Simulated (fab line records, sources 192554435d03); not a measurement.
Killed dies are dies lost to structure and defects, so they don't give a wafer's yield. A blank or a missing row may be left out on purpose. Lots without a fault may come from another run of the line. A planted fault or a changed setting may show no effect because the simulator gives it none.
One fault seen from 3 desks | flow n5_finfet | each desk has only its own numbers; what lay behind them comes last

THE TOOL OWNER'S DESK: pecvd-02
The tool's own readings at N5_PASSIVATION_PECVD_53 (deposits SiO2 from TEOS/O2, target thk 800 nm, time 169.4 s): means of the sampled wafers that have a number, for each lot that ran on this tool. A lot is out of limits, marked OUT, if its mean lies more than 4 standard deviations from the usual mean; the brackets give that distance.
Columns: A = run_length_s at N5_PASSIVATION_PECVD_53, usual 197.2 s; B = susceptor_temp_C at N5_PASSIVATION_PECVD_53, usual 399.99 C
lot  | first seen here | A                | B
L895 | day 14 03:21    | 203.6 (+13) OUT  | 399.95
L900 | day 15 23:01    | 200.9 (+7.3) OUT | 400.05
L905 | day 18 09:08    | 197.3            | 399.91
L909 | day 20 01:52    | 197.3            | 399.80
This desk's finding: out of limits on L895, L900; first on L895, day 14 03:21 (run_length_s at N5_PASSIVATION_PECVD_53). In limits: L905, L909.

THE METROLOGY DESK
What the gauges read, lot by lot, whatever tool the lot ran on: means of the sampled wafers that have a number. A lot is out of limits, marked OUT, if its mean lies more than 4 standard deviations from the usual mean; the brackets give that distance.
Columns: A = cd_nm at N5_PASSIVATION_CD_MEAS_30, usual 4000.5 nm; B = PAD_OVL at N5_PASSIVATION_OVL_MEAS_63, usual -3 nm
lot  | first seen here | A      | B
L892 | day 13 12:23    | 4000.9 | -4
L895 | day 14 01:43    | 4003.7 | -5
L900 | day 15 21:50    | 4000.3 | -10
L905 | day 18 07:51    | 4001.9 | -1
L909 | day 20 00:40    | 4000.8 | 2
L907 | day 20 05:31    | 4000.9 | 2
This desk's finding: nothing out of limits on any of the 6 lots.

THE DEFECT DESK
What the inspections along the route counted, lot by lot: means of the sampled wafers that have a number. A lot is out of limits, marked OUT, if its mean lies more than 4 standard deviations from the usual mean; the brackets give that distance.
Columns: A = raw_defect_count at N5_PASSIVATION_INSPECT_64, usual 2.0
lot  | first seen here | A
L892 | day 13 12:26    | 1.7
L895 | day 14 01:46    | 3.5
L900 | day 15 21:53    | 3.0
L905 | day 18 07:54    | 1.3
L909 | day 20 00:43    | 2.7
L907 | day 20 05:34    | 3.7
This desk's finding: nothing out of limits on any of the 6 lots.

PUT TOGETHER
The tool owner's desk could have raised an alarm at day 14 03:21, on L895, L900.
The metrology desk saw nothing out of limits.
The defect desk saw nothing out of limits.
The metrology desk has L895, L900 on record, within its limits.
The defect desk has L895, L900 on record, within its limits.
Of the lots named, all ran N5_PASSIVATION_PECVD_53 on pecvd-02.

WHAT THE SIMULATOR HAD PUT IN
Process parameter drift: pecvd-02, from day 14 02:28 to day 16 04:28, at N5_PASSIVATION_PECVD_53. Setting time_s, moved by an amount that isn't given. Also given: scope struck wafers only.
Lots struck among those shown: L895, L900.
Hours from the fault's start to each desk's first reading out of limits: the tool owner's desk, 1.
